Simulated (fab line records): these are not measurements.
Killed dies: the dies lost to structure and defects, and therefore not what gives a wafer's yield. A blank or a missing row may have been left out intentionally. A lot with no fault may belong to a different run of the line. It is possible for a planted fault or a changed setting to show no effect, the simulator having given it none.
Which tool was responsible? || flow nandHarc || 69 wafers from 23 lots sampled at 3 of the route's 1302 steps

== WHAT EACH GAUGE READ, for each wafer ==
NHARC_P_BONDPAD_INSPECT_23.
{"lot": "L074", "measured": "day 7 06:36", "on": "defectInspect-02", "rawDefectCount": "371 390 231"}
{"lot": "L075", "measured": "day 7 08:32", "on": "defectInspect-02", "rawDefectCount": "269 299 348"}
{"lot": "L076", "measured": "day 7 08:50", "on": "defectInspect-01", "rawDefectCount": "180 278 358"}
{"lot": "L077", "measured": "day 7 23:16", "on": "defectInspect-01", "rawDefectCount": "217 274 349"}
{"lot": "L078", "measured": "day 8 08:56", "on": "defectInspect-02", "rawDefectCount": "209 181 262"}
{"lot": "L079", "measured": "day 8 23:26", "on": "defectInspect-02", "rawDefectCount": "436 303 303"}
{"lot": "L080", "measured": "day 9 02:57", "on": "defectInspect-01", "rawDefectCount": "237 283 218"}
{"lot": "L081", "measured": "day 9 23:05", "on": "defectInspect-01", "rawDefectCount": "590 399 567"}
{"lot": "L082", "measured": "day 10 07:33", "on": "defectInspect-02", "rawDefectCount": "438 240 287"}
{"lot": "L084", "measured": "day 10 12:13", "on": "defectInspect-01", "rawDefectCount": "419 316 412"}
{"lot": "L083", "measured": "day 10 12:44", "on": "defectInspect-01", "rawDefectCount": "478 370 282"}
{"lot": "L085", "measured": "day 11 04:34", "on": "defectInspect-02", "rawDefectCount": "301 564 498"}
{"lot": "L086", "measured": "day 11 13:49", "on": "defectInspect-01", "rawDefectCount": "418 324 504"}
{"lot": "L088", "measured": "day 12 16:38", "on": "defectInspect-02", "rawDefectCount": "457 272 314"}
{"lot": "L089", "measured": "day 12 17:46", "on": "defectInspect-02", "rawDefectCount": "409 373 303"}
{"lot": "L087", "measured": "day 12 19:31", "on": "defectInspect-01", "rawDefectCount": "309 392 272"}
{"lot": "L090", "measured": "day 13 08:31", "on": "defectInspect-01", "rawDefectCount": "402 317 253"}
{"lot": "L092", "measured": "day 14 04:16", "on": "defectInspect-01", "rawDefectCount": "685 288 296"}
{"lot": "L093", "measured": "day 14 10:38", "on": "defectInspect-02", "rawDefectCount": "229 197 291"}
{"lot": "L094", "measured": "day 14 22:56", "on": "defectInspect-01", "rawDefectCount": "498 335 390"}
{"lot": "L095", "measured": "day 15 13:26", "on": "defectInspect-02", "rawDefectCount": "146 182 124"}
{"lot": "L096", "measured": "day 15 19:20", "on": "defectInspect-02", "rawDefectCount": "312 201 214"}
{"lot": "L097", "measured": "day 16 03:46", "on": "defectInspect-01", "rawDefectCount": "298 471 265"}

NHARC_A_START_INSPECT_01.
{"lot": "L074", "measured": "day 7 07:04", "on": "defectInspect-02", "rawDefectCount": "2 6 1"}
{"lot": "L075", "measured": "day 7 09:00", "on": "defectInspect-02", "rawDefectCount": "6 3 5"}
{"lot": "L076", "measured": "day 7 09:24", "on": "defectInspect-01", "rawDefectCount": "5 4 3"}
{"lot": "L077", "measured": "day 7 23:44", "on": "defectInspect-01", "rawDefectCount": "6 5 3"}
{"lot": "L078", "measured": "day 8 09:24", "on": "defectInspect-02", "rawDefectCount": "5 0 5"}
{"lot": "L079", "measured": "day 8 23:55", "on": "defectInspect-02", "rawDefectCount": "4 8 5"}
{"lot": "L080", "measured": "day 9 03:25", "on": "defectInspect-01", "rawDefectCount": "7 2 3"}
{"lot": "L081", "measured": "day 9 23:33", "on": "defectInspect-02", "rawDefectCount": "5 4 5"}
{"lot": "L082", "measured": "day 10 08:01", "on": "defectInspect-02", "rawDefectCount": "4 2 4"}
{"lot": "L084", "measured": "day 10 12:41", "on": "defectInspect-02", "rawDefectCount": "5 1 1"}
{"lot": "L083", "measured": "day 10 13:12", "on": "defectInspect-01", "rawDefectCount": "4 3 5"}
{"lot": "L085", "measured": "day 11 05:02", "on": "defectInspect-02", "rawDefectCount": "2 7 6"}
{"lot": "L086", "measured": "day 11 14:17", "on": "defectInspect-01", "rawDefectCount": "2 2 0"}
{"lot": "L088", "measured": "day 12 17:07", "on": "defectInspect-02", "rawDefectCount": "1 2 4"}
{"lot": "L089", "measured": "day 12 18:14", "on": "defectInspect-02", "rawDefectCount": "5 5 3"}
{"lot": "L087", "measured": "day 12 19:58", "on": "defectInspect-01", "rawDefectCount": "2 5 7"}
{"lot": "L090", "measured": "day 13 08:59", "on": "defectInspect-01", "rawDefectCount": "5 4 1"}
{"lot": "L092", "measured": "day 14 04:44", "on": "defectInspect-02", "rawDefectCount": "2 1 3"}
{"lot": "L093", "measured": "day 14 11:05", "on": "defectInspect-02", "rawDefectCount": "2 3 3"}
{"lot": "L094", "measured": "day 14 23:26", "on": "defectInspect-02", "rawDefectCount": "5 2 3"}
{"lot": "L095", "measured": "day 15 13:56", "on": "defectInspect-01", "rawDefectCount": "6 2 3"}
{"lot": "L096", "measured": "day 15 19:47", "on": "defectInspect-02", "rawDefectCount": "6 2 4"}
{"lot": "L097", "measured": "day 16 04:14", "on": "defectInspect-02", "rawDefectCount": "3 2 4"}

== WHICH TOOL RAN EACH LOT (tool, then ch and the chambers of the sampled wafers, then the start) ==
{"lot": "L074", "NHARC_P_BONDPAD_ACTIVATE_29": "rieDiel-02 ch 0,2, day 7 06:40"}
{"lot": "L075", "NHARC_P_BONDPAD_ACTIVATE_29": "rieDiel-13 ch 0,1,3, day 7 08:37"}
{"lot": "L076", "NHARC_P_BONDPAD_ACTIVATE_29": "rieDiel-05 ch 2,3, day 7 08:53"}
{"lot": "L077", "NHARC_P_BONDPAD_ACTIVATE_29": "rieDiel-02 ch 0,3, day 7 23:20"}
{"lot": "L078", "NHARC_P_BONDPAD_ACTIVATE_29": "rieDiel-13 ch 0,1,2, day 8 09:00"}
{"lot": "L079", "NHARC_P_BONDPAD_ACTIVATE_29": "rieDiel-13 ch 1,2, day 8 23:30"}
{"lot": "L080", "NHARC_P_BONDPAD_ACTIVATE_29": "rieDiel-02 ch 0,1,2, day 9 03:01"}
{"lot": "L081", "NHARC_P_BONDPAD_ACTIVATE_29": "rieDiel-13 ch 0,2,3, day 9 23:08"}
{"lot": "L082", "NHARC_P_BONDPAD_ACTIVATE_29": "rieDiel-13 ch 0,3, day 10 07:38"}
{"lot": "L084", "NHARC_P_BONDPAD_ACTIVATE_29": "rieDiel-13 ch 1,2,3, day 10 12:17"}
{"lot": "L083", "NHARC_P_BONDPAD_ACTIVATE_29": "rieDiel-05 ch 1,2,3, day 10 12:48"}
{"lot": "L085", "NHARC_P_BONDPAD_ACTIVATE_29": "rieDiel-05 ch 1,2, day 11 04:38"}
{"lot": "L086", "NHARC_P_BONDPAD_ACTIVATE_29": "rieDiel-02 ch 1,2, day 11 13:53"}
{"lot": "L088", "NHARC_P_BONDPAD_ACTIVATE_29": "rieDiel-13 ch 0,1,3, day 12 16:44"}
{"lot": "L089", "NHARC_P_BONDPAD_ACTIVATE_29": "rieDiel-13 ch 1,2, day 12 17:49"}
{"lot": "L087", "NHARC_P_BONDPAD_ACTIVATE_29": "rieDiel-13 ch 1,2,3, day 12 19:34"}
{"lot": "L090", "NHARC_P_BONDPAD_ACTIVATE_29": "rieDiel-05 ch 0,1,3, day 13 08:35"}
{"lot": "L092", "NHARC_P_BONDPAD_ACTIVATE_29": "rieDiel-05 ch 0,1,2, day 14 04:20"}
{"lot": "L093", "NHARC_P_BONDPAD_ACTIVATE_29": "rieDiel-13 ch 0,2, day 14 10:41"}
{"lot": "L094", "NHARC_P_BONDPAD_ACTIVATE_29": "rieDiel-02 ch 1,3, day 14 23:01"}
{"lot": "L095", "NHARC_P_BONDPAD_ACTIVATE_29": "rieDiel-02 ch 1,3, day 15 13:29"}
{"lot": "L096", "NHARC_P_BONDPAD_ACTIVATE_29": "rieDiel-05 ch 1,3, day 15 19:23"}
{"lot": "L097", "NHARC_P_BONDPAD_ACTIVATE_29": "rieDiel-05 ch 1,2, day 16 03:50"}
- NHARC_P_BONDPAD_ACTIVATE_29: chemistry N2, time 60 s.

== AS READ BY THE TOOLS THEMSELVES (means over the sampled wafers that have a number; for cases with no such wafer, the mark the record gives instead) ==
NHARC_P_BONDPAD_ACTIVATE_29.
{"lot": "L074", "tool": "rieDiel-02", "drypumpMotorCurrentA (A)": 5.5, "oesProductAu (a.u.)": 1.010, "rfVppV (V)": 65.0, "showerheadPlenumPTorr (Torr)": 1.83}
{"lot": "L075", "tool": "rieDiel-13", "drypumpMotorCurrentA (A)": 5.6, "oesProductAu (a.u.)": 1.005, "rfVppV (V)": 64.4, "showerheadPlenumPTorr (Torr)": 1.77}
{"lot": "L076", "tool": "rieDiel-05", "drypumpMotorCurrentA (A)": 5.7, "oesProductAu (a.u.)": 1.000, "rfVppV (V)": 63.9, "showerheadPlenumPTorr (Torr)": 1.82}
{"lot": "L077", "tool": "rieDiel-02", "drypumpMotorCurrentA (A)": 5.6, "oesProductAu (a.u.)": 0.993, "rfVppV (V)": 63.8, "showerheadPlenumPTorr (Torr)": 1.78}
{"lot": "L078", "tool": "rieDiel-13", "drypumpMotorCurrentA (A)": 5.4, "oesProductAu (a.u.)": 1.017, "rfVppV (V)": 64.7, "showerheadPlenumPTorr (Torr)": 1.85}
{"lot": "L079", "tool": "rieDiel-13", "drypumpMotorCurrentA (A)": 5.0, "oesProductAu (a.u.)": 1.017, "rfVppV (V)": 64.0, "showerheadPlenumPTorr (Torr)": 1.83}
{"lot": "L080", "tool": "rieDiel-02", "drypumpMotorCurrentA (A)": 5.5, "oesProductAu (a.u.)": 1.007, "rfVppV (V)": 64.3, "showerheadPlenumPTorr (Torr)": 1.84}
{"lot": "L081", "tool": "rieDiel-13", "drypumpMotorCurrentA (A)": 5.6, "oesProductAu (a.u.)": 1.002, "rfVppV (V)": 63.2, "showerheadPlenumPTorr (Torr)": 1.80}
{"lot": "L082", "tool": "rieDiel-13", "drypumpMotorCurrentA (A)": 6.1, "oesProductAu (a.u.)": 0.996, "rfVppV (V)": 64.1, "showerheadPlenumPTorr (Torr)": 1.79}
{"lot": "L084", "tool": "rieDiel-13", "drypumpMotorCurrentA (A)": 5.2, "oesProductAu (a.u.)": 1.019, "rfVppV (V)": 64.3, "showerheadPlenumPTorr (Torr)": 1.78}
{"lot": "L083", "tool": "rieDiel-05", "drypumpMotorCurrentA (A)": 5.6, "oesProductAu (a.u.)": 0.994, "rfVppV (V)": 64.8, "showerheadPlenumPTorr (Torr)": 1.81}
{"lot": "L085", "tool": "rieDiel-05", "drypumpMotorCurrentA (A)": 5.4, "oesProductAu (a.u.)": 1.003, "rfVppV (V)": 64.3, "showerheadPlenumPTorr (Torr)": 1.87}
{"lot": "L086", "tool": "rieDiel-02", "drypumpMotorCurrentA (A)": 5.5, "oesProductAu (a.u.)": 1.001, "rfVppV (V)": 64.7, "showerheadPlenumPTorr (Torr)": 1.86}
{"lot": "L088", "tool": "rieDiel-13", "drypumpMotorCurrentA (A)": 5.6, "oesProductAu (a.u.)": 1.011, "rfVppV (V)": 64.6, "showerheadPlenumPTorr (Torr)": 1.77}
{"lot": "L089", "tool": "rieDiel-13", "drypumpMotorCurrentA (A)": 4.9, "oesProductAu (a.u.)": 1.018, "rfVppV (V)": 64.1, "showerheadPlenumPTorr (Torr)": 1.83}
{"lot": "L087", "tool": "rieDiel-13", "drypumpMotorCurrentA (A)": 5.2, "oesProductAu (a.u.)": 1.014, "rfVppV (V)": 63.9, "showerheadPlenumPTorr (Torr)": 1.77}
{"lot": "L090", "tool": "rieDiel-05", "drypumpMotorCurrentA (A)": 5.7, "oesProductAu (a.u.)": 1.005, "rfVppV (V)": 65.0, "showerheadPlenumPTorr (Torr)": 1.79}
{"lot": "L092", "tool": "rieDiel-05", "drypumpMotorCurrentA (A)": 5.5, "oesProductAu (a.u.)": 0.996, "rfVppV (V)": 64.7, "showerheadPlenumPTorr (Torr)": 1.85}
{"lot": "L093", "tool": "rieDiel-13", "drypumpMotorCurrentA (A)": 5.8, "oesProductAu (a.u.)": 0.999, "rfVppV (V)": 64.1, "showerheadPlenumPTorr (Torr)": 1.87}
{"lot": "L094", "tool": "rieDiel-02", "drypumpMotorCurrentA (A)": 5.5, "oesProductAu (a.u.)": 1.005, "rfVppV (V)": 64.2, "showerheadPlenumPTorr (Torr)": 1.84}
{"lot": "L095", "tool": "rieDiel-02", "drypumpMotorCurrentA (A)": 5.5, "oesProductAu (a.u.)": 0.998, "rfVppV (V)": 65.0, "showerheadPlenumPTorr (Torr)": 1.84}
{"lot": "L096", "tool": "rieDiel-05", "drypumpMotorCurrentA (A)": 5.9, "oesProductAu (a.u.)": 1.006, "rfVppV (V)": 63.9, "showerheadPlenumPTorr (Torr)": 1.74}
{"lot": "L097", "tool": "rieDiel-05", "drypumpMotorCurrentA (A)": 5.4, "oesProductAu (a.u.)": 0.995, "rfVppV (V)": 64.7, "showerheadPlenumPTorr (Torr)": 1.86}

== THE ANSWER, worked out from the rows above alone ==
Rule: the usual values come from the lots themselves. The widest of any qualifying gaps counts: lots, ordered by their means at a reading, are off when they make up no more than a third of the lots, leave a main group of 4 or more, and stand apart from it by 3 or more times the standard deviation of that group's means. The tables above print the reading to a certain number of digits; a main group whose means all agree to those digits is not used. A lot without any number at a reading at which 4 lots or more have one is off too. All remaining lots with rows at the step are treated as sound. First the gauges in route order, then the tools' own readings, where a lot's mean is used as printed above. At the first step where some lot is off, the reading lying furthest off is the one used; lots without a number count as furthest.
No lot is off at any reading shown: from this, nothing can be told.

== WHAT HAD BEEN PUT IN BY THE SIMULATOR ==
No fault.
